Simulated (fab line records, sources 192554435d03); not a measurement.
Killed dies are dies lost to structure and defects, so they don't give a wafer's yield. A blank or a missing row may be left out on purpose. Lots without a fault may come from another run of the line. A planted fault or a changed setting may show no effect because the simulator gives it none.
A struck lot beside a sound one | flow n5_finfet | 15 steps out of a route of 1938
Sound: wafers L618.1, L618.2, L618.4. Struck: wafer L608.6. (L608.4 of the same lot was not struck and is left out.) The cause comes at the end.
At each step with rows: each side's tool, then ch and its chambers, then its first start. Under that, the readings that differ: sound wafers | struck wafers | difference of the means | sigmas: that difference in standard deviations of wafers without a fault.
alike: readings whose means differ by less than 2 such deviations, and words and numbers that are the same on both sides. not compared: withheld readings, readings that some wafer has no value for, bounds like >300 that may hide the same value, and numbers for which the record gives no deviation and whose values overlap.
The two part at a step that has a row with sigmas, a row that says differs or no value, or rows on one side only. Numbers that don't overlap but have no deviation are shown without sigmas and don't part them. A reading that every wafer of one side lacks parts them only if that side has two wafers or more.

N5_HKMG_FIN_CMP_94: polishes, stops on SiNx, t overpolish 4.7 s, target thk 43.299 nm.
  sound on cmp-03 ch 0,1,3, day 9 15:32; struck on cmp-01 ch 0, day 7 02:15
  reading                    | sound             | struck | difference | sigmas
  slurry_filter_dp_kPa (kPa) | 13.67 13.65 13.59 | 13.15  | -0.49      | -3
  alike: motor_current_A
N5_HKMG_FIN_INSPECT_28: inspects for defects (darkfield).
  sound on defect_inspect-01, day 9 15:44; struck on defect_inspect-01, day 7 02:25
  alike: raw_defect_count
N5_GATE_CUT_ETCHBACK_00: etches W in SF6/Cl2.
  sound on rie_metal-03 ch 0,1, day 9 15:46; struck on rie_metal-03 ch 0, day 7 02:30
  alike: chamber_pressure_mTorr, drypump_motor_current_A, mfc_cl2_sccm, oes_product_au, rf_fwd_power_W, throttle_valve_pct
  not compared: rf_hours_counter_h
N5_GATE_CUT_ETCH_56: etches TiN in Cl2/Ar, target depth 21.6 nm.
  sound on rie_metal-03 ch 0,1, day 9 15:53; struck on rie_metal-03 ch 0, day 7 02:37
  alike: chamber_pressure_mTorr, drypump_motor_current_A, mfc_cl2_sccm, oes_product_au, rf_fwd_power_W, throttle_valve_pct
  not compared: rf_hours_counter_h
then, 2 steps without rows for these wafers: N5_GATE_CUT_ETCHBACK_30 (etches TiN in Cl2/Ar, target depth 3 nm); N5_GATE_CUT_VAPOR_ETCH_60 (etches HfO2 in BCl3/Cl2).
N5_GATE_CUT_ETCH_58: etches SiNx in CH3F/O2, target depth 17 nm, time 128.6 s.
  sound on rie_diel-03 ch 0,1,2, day 9 16:16; struck on rie_diel-03 ch 0, day 7 02:45
  alike: O2_flow_sccm, chamber_pressure_mTorr, drypump_motor_current_A, oes_product_au, rf_fwd_power_W, rf_vpp_V, showerhead_plenum_p_Torr, throttle_valve_pct
  not compared: rf_hours_counter_h
then, 3 steps without rows for these wafers: N5_GATE_CUT_STRIP_59 (strips in N2/H2, time 20 s); N5_GATE_CUT_PRECLEAN_31 (cleans in DIW, time 300 s); N5_GATE_CUT_SRD_32 (time 30 s).
N5_GATE_CUT_SAC_CAP_01: material SiNx, target thk 24 nm, pulse time 1 s, ald cycles 480.
  sound on ald_sin-03 ch 0,1,3, day 9 17:15; struck on ald_sin-03 ch 3, day 7 04:09
  alike: heater_power_w, precursor_pulse_height_rel
N5_GATE_CUT_PECVD_57: deposits SiNx from SiH4/NH3/N2, target thk 21 nm.
  sound on pecvd-04 ch 0,2, day 9 19:27; struck on pecvd-04 ch 0, day 7 05:17
  reading                                     | sound        | struck | difference | sigmas
  model.SiNx_of_GATE_CUT_PECVD_57.thk_nm (nm) | 20.2 20.4 21 | 6.8    | -13.7      |
  alike: heater_power_w, rf_fwd_power_W, showerhead_plenum_p_Torr, throttle_valve_pct
N5_GATE_CUT_CMP_02: polishes, stops on SiO2, t overpolish 12.7 s, target thk 0 nm.
  sound on cmp-04 ch 0,1,2, day 9 19:35; struck on cmp-01 ch 2, day 7 05:20
  reading                | sound          | struck | difference | sigmas
  time_to_endpoint_s (s) | 29.7 28.3 29.8 | 9.7    | -19.6      | -7
  alike: motor_current_A, slurry_filter_dp_kPa
-- the record jumps here: 4 days lie between the struck wafers' starts before and after (it left off in module GATE_CUT and takes up again in module BEOL_M4, whose first step shown is number 1111 of the route) --
N5_BEOL_M4_RC_MEAS_101:
  sound on prober-01 ch 0, day 13 17:08; struck on prober-02 ch 0, day 11 02:29
  alike: DIBL_N, DIBL_P, IOFF_N, IOFF_P, ION_N, ION_P, SS_N, SS_P, VT_N, VT_P
then, 1 step without rows for these wafers: N5_PASSIVATION_PROBE_49.

WHERE THEY PART
First at N5_HKMG_FIN_CMP_94; last, within this record, at N5_GATE_CUT_CMP_02. Later steps at which nothing parts them and some readings are alike: N5_BEOL_M4_RC_MEAS_101.

WHY: what the simulator had put in
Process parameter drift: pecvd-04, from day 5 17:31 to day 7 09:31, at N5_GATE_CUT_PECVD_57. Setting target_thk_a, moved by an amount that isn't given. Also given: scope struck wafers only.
